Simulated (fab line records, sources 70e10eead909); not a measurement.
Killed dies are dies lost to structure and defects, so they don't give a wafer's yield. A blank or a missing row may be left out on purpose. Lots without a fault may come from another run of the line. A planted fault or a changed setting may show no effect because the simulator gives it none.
Chamber matching | flow nand_harc | NHARC_A_CHANNEL_FILL_D2_STRIP_28 on rie_diel-05: 4 sister chambers
The step strips in O2, time 20 s. 8 wafers are shown with their chamber, then 12 later ones without.

WAFERS WITH THEIR CHAMBER
wafer  | chamber | drypump_motor_current_A (A) | oes_product_au (a.u.)
L081.5 | 2       | 5.7                         | 0.990
L082.6 | 2       | 5.6                         | 0.995
L085.3 | 3       | 5.7                         | 1.016
L086.2 | 1       | 6.6                         | 1.002
L086.6 | 0       | 5.0                         | 1.008
L089.2 | 1       | 6.6                         | 1.003
L089.4 | 0       | 5.0                         | 1.006
L089.5 | 3       | 5.6                         | 1.021

WAFERS WITHOUT THEIR CHAMBER
wafer  | drypump_motor_current_A (A) | oes_product_au (a.u.)
L090.1 | 5.7                         | 1.034
L090.2 | 5.7                         | 0.998
L090.3 | 6.6                         | 1.007
L092.1 | 5.6                         | 1.018
L092.3 | 5.7                         | 0.992
L092.5 | 5.7                         | 1.015
L094.1 | 5.7                         | 1.016
L094.4 | 5.6                         | 0.993
L094.5 | 6.6                         | 0.997
L096.4 | 5.7                         | 1.012
L096.5 | 5.7                         | 1.012
L096.6 | 5.0                         | 1.007

WHICH CHAMBER EACH WENT THROUGH
wafer  | from the rows above | in truth
L090.1 | 3                   | 3
L090.2 | 2                   | 2
L090.3 | 1                   | 1
L092.1 | 3                   | 3
L092.3 | 2                   | 2
L092.5 | 3                   | 3
L094.1 | 3                   | 3
L094.4 | 2                   | 2
L094.5 | 1                   | 1
L096.4 | 3                   | 3
L096.5 | 3                   | 3
L096.6 | 0                   | 0
Placed correctly: 12 of 12. Can't be placed from these rows: 0. Placed wrongly: 0.
How it was worked out, from the rows above alone: a wafer's distance from a chamber is the root of the sum, over the readings, of the square of ((its reading less the chamber's mean) divided by the reading's scatter). The wafer belongs to the nearest chamber; if the next one is less than 2 further off, it can't be placed. A chamber's mean is the mean of its shown wafers. The scatter: the root of (the sum of the squares of (reading less its chamber's mean) over the shown wafers, divided by (wafers less chambers)).
